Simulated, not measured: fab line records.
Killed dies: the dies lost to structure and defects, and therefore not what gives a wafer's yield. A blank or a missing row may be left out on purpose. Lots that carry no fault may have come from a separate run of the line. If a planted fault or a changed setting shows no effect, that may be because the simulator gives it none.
Chamber matching ; flow nand-harc ; NHARC_THIN_TSV_DESCUM_35 on rie-diel-06: 4 sister chambers
The step chemistry O2, time 3 s. 4 wafers are shown with their chamber, then 7 later ones without.

== WAFERS, EACH WITH ITS CHAMBER ==
wafer;chamber;oes-product-au (a.u.)
L618.1;3;1.001
L618.5;0;0.978
L621.1;2;0.988
L621.4;1;1.000

== WAFERS WHOSE CHAMBER IS MISSING ==
wafer;oes-product-au (a.u.)
L621.6;0.997
L625.1;0.997
L625.2;1.012
L625.3;0.997
L629.3;1.006
L629.4;1.007
L629.6;1.007

== EACH ONE'S CHAMBER ==
wafer;from the rows above;in truth
L621.6;can't be placed: 1 or 3 or 2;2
L625.1;can't be placed: 1 or 3 or 2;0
L625.2;can't be placed: 3 or 1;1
L625.3;can't be placed: 1 or 3 or 2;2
L629.3;can't be placed: 3 or 1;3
L629.4;can't be placed: 3 or 1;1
L629.6;can't be placed: 3 or 1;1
0 of 7 placed correctly. From these rows, 7 cannot be placed; in 6 the true chamber is one of the candidates. Number placed wrongly: 0.
How it was worked out, from the rows above alone: a wafer's distance from a chamber is the root of the sum, over the readings, of the square of ((its reading less the chamber's mean) divided by the reading's scatter). The wafer belongs to the nearest chamber; if the next one is less than 2 further off, it can't be placed. The mean given for a chamber averages the wafers shown for that chamber. The scatter: with one shown wafer a chamber, the root of the mean of the squares of how far each hidden wafer lies from its nearest shown one.
